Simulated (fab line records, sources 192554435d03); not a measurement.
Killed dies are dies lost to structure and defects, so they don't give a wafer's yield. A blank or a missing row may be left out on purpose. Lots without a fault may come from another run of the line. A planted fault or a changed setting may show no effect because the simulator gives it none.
Chamber matching | flow n5_finfet | N5_BEOL_M4_ETCH_63 on rie_diel-01: 4 sister chambers
The step etches SiARC in CF4, target depth 15.6 nm, time 26 s. 16 wafers are shown with their chamber, then 8 later ones without.

WAFERS WITH THEIR CHAMBER
wafer  | chamber | throttle_valve_pct (%) | showerhead_plenum_p_Torr (Torr) | oes_product_au (a.u.)
L074.2 | 1       | 16.11                  | 2.10                            | 0.59
L074.3 | 2       | 15.70                  | 2.24                            | 0.65
L074.4 | 0       | 15.76                  | 2.18                            | 0.67
L078.2 | 0       | 15.76                  | 2.18                            | 0.67
L078.3 | 1       | 16.13                  | 2.10                            | 0.58
L078.4 | 3       | 15.80                  | 2.18                            | 0.69
L080.1 | 0       | 15.78                  | 2.18                            | 0.67
L080.3 | 1       | 16.13                  | 2.10                            | 0.58
L080.4 | 2       | 15.70                  | 2.23                            | 0.65
L081.1 | 0       | 15.77                  | 2.18                            | 0.66
L081.3 | 2       | 15.71                  | 2.23                            | 0.64
L081.6 | 0       | 15.79                  | 2.18                            | 0.67
L084.2 | 1       | 16.16                  | 2.09                            | 0.58
L084.3 | 0       | 15.80                  | 2.17                            | 0.66
L084.6 | 3       | 15.81                  | 2.17                            | 0.68
L086.2 | 3       | 15.82                  | 2.17                            | 0.67

SIGNATURES (means of the wafers above)
reading                  | chamber 0 | chamber 1 | chamber 2 | chamber 3 | scatter within a chamber
throttle_valve_pct       | 15.7767   | 16.1325   | 15.7033   | 15.8100   | 0.0155
showerhead_plenum_p_Torr | 2.1783    | 2.0975    | 2.2333    | 2.1733    | 0.00493
oes_product_au           | 0.6667    | 0.5825    | 0.6467    | 0.6800    | 0.00629
Rule: a wafer's distance from a chamber is the root of the sum, over the readings, of the square of ((its reading less the chamber's mean) divided by the reading's scatter). The wafer belongs to the nearest chamber; if the next one is less than 2 further off, it can't be placed. The scatter: the root of (the sum of the squares of (reading less its chamber's mean) over the shown wafers, divided by (wafers less chambers)).

WAFERS WITHOUT THEIR CHAMBER
wafer  | throttle_valve_pct (%) | showerhead_plenum_p_Torr (Torr) | oes_product_au (a.u.)
L086.3 | 15.80                  | 2.17                            | 0.66
L086.6 | 16.17                  | 2.09                            | 0.58
L093.2 | 15.74                  | 2.22                            | 0.63
L093.3 | 15.85                  | 2.17                            | 0.65
L093.4 | 15.75                  | 2.22                            | 0.63
L094.3 | 15.82                  | 2.17                            | 0.64
L094.4 | 15.77                  | 2.22                            | 0.62
L094.6 | 15.86                  | 2.17                            | 0.66

WHICH CHAMBER EACH WENT THROUGH
wafer  | from the rows above     | in truth
L086.3 | can't be placed: 0 or 3 | 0
L086.6 | 1                       | 1
L093.2 | 2                       | 2
L093.3 | can't be placed: 3 or 0 | 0
L093.4 | 2                       | 2
L094.3 | can't be placed: 0 or 3 | 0
L094.4 | 2                       | 2
L094.6 | can't be placed: 3 or 0 | 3
Placed correctly: 4 of 8. Can't be placed from these rows: 4 (the true chamber is among the candidates in 4). Placed wrongly: 0.
